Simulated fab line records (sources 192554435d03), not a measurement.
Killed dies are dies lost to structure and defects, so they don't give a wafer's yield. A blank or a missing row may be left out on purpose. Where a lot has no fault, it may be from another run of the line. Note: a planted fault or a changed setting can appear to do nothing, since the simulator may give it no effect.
Matching of chambers | flow n5_finfet | pecvd-04 running N5_BEOL_M9_ILD_DEP_00: 3 sister chambers
The step deposits SiCOH lowk from DEMS/porogen, target thk 308.51 nm, time 58 s. 24 wafers are shown with their chamber, then 12 later ones without.

== WAFERS PAIRED WITH THEIR CHAMBERS ==
wafer  | chamber | throttle_valve_pct (%) | showerhead_plenum_p_Torr (Torr) | heater_power_w (W)
L074.1 | 2       | 13.2                   | 5.695                           | 305
L074.3 | 1       | 14.4                   | 5.737                           | 273
L074.5 | 0       | 14.2                   | 5.743                           | 356
L077.2 | 1       | 14.5                   | 5.752                           | 236
L077.4 | 0       | 14.2                   | 5.742                           | 358
L077.6 | 1       | 14.3                   | 5.736                           | 265
L081.2 | 0       | 14.1                   | 5.742                           | 365
L081.4 | 0       | 14.0                   | 5.730                           | 369
L081.6 | 1       | 14.4                   | 5.735                           | 261
L080.1 | 1       | 14.5                   | 5.759                           | 277
L080.3 | 2       | 13.3                   | 5.706                           | 329
L080.4 | 1       | 14.4                   | 5.740                           | 284
L082.1 | 0       | 14.0                   | 5.728                           | 360
L082.4 | 1       | 14.5                   | 5.736                           | 269
L082.6 | 0       | 13.8                   | 5.740                           | 367
L083.1 | 1       | 14.6                   | 5.760                           | 291
L083.2 | 0       | 14.2                   | 5.770                           | 320
L083.5 | 1       | 14.4                   | 5.748                           | 293
L084.2 | 2       | 13.2                   | 5.711                           | 299
L084.4 | 1       | 14.0                   | 5.732                           | 289
L084.5 | 2       | 13.2                   | 5.705                           | 306
L087.3 | 0       | 14.1                   | 5.750                           | 326
L087.4 | 2       | 13.3                   | 5.703                           | 260
L087.5 | 0       | 13.9                   | 5.740                           | 342

SIGNATURES (means of the wafers above)
reading                  | chamber 0 | chamber 1 | chamber 2 | scatter within a chamber
throttle_valve_pct       | 14.056    | 14.400    | 13.240    | 0.14
showerhead_plenum_p_Torr | 5.74278   | 5.74350   | 5.70400   | 0.0105
heater_power_w           | 351.44    | 273.80    | 299.80    | 19.3
Rule: a wafer lies at a distance from a chamber equal to the root of the sum of squares, over the readings, of (its reading less the chamber's mean, divided by the reading's scatter). If the next closest chamber is less than 2 further off than the closest, the wafer can't be placed; otherwise it belongs to the closest. The scatter: take each reading less its chamber's mean, square it, sum over the shown wafers, divide by the number of wafers less the number of chambers, and take the root.

== WAFERS WITH NO CHAMBER GIVEN ==
wafer  | throttle_valve_pct (%) | showerhead_plenum_p_Torr (Torr) | heater_power_w (W)
L088.1 | 13.4                   | 5.714                           | 306
L088.2 | 13.8                   | 5.742                           | 303
L088.5 | 13.9                   | 5.741                           | 313
L092.2 | 13.3                   | 5.709                           | 260
L092.3 | 13.9                   | 5.741                           | 364
L092.5 | 13.6                   | 5.704                           | 273
L097.1 | 13.9                   | 5.748                           | 369
L097.2 | 13.3                   | 5.701                           | 330
L097.3 | 13.4                   | 5.708                           | 259
L097.4 | 14.1                   | 5.730                           | 291
L097.5 | 13.9                   | 5.743                           | 314
L097.6 | 13.4                   | 5.693                           | 272

== THE CHAMBER EACH PASSED THROUGH ==
wafer  | from the rows above     | in truth
L088.1 | 2                       | 2
L088.2 | can't be placed: 0 or 1 | 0
L088.5 | can't be placed: 0 or 1 | 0
L092.2 | 2                       | 2
L092.3 | 0                       | 0
L092.5 | 2                       | 2
L097.1 | 0                       | 0
L097.2 | 2                       | 2
L097.3 | 2                       | 2
L097.4 | can't be placed: 1 or 0 | 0
L097.5 | can't be placed: 0 or 1 | 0
L097.6 | 2                       | 2
8 of 12 placed correctly. Cannot be placed on the basis of these rows: 4; the candidates contain the true chamber in 4. 0 placed wrongly.
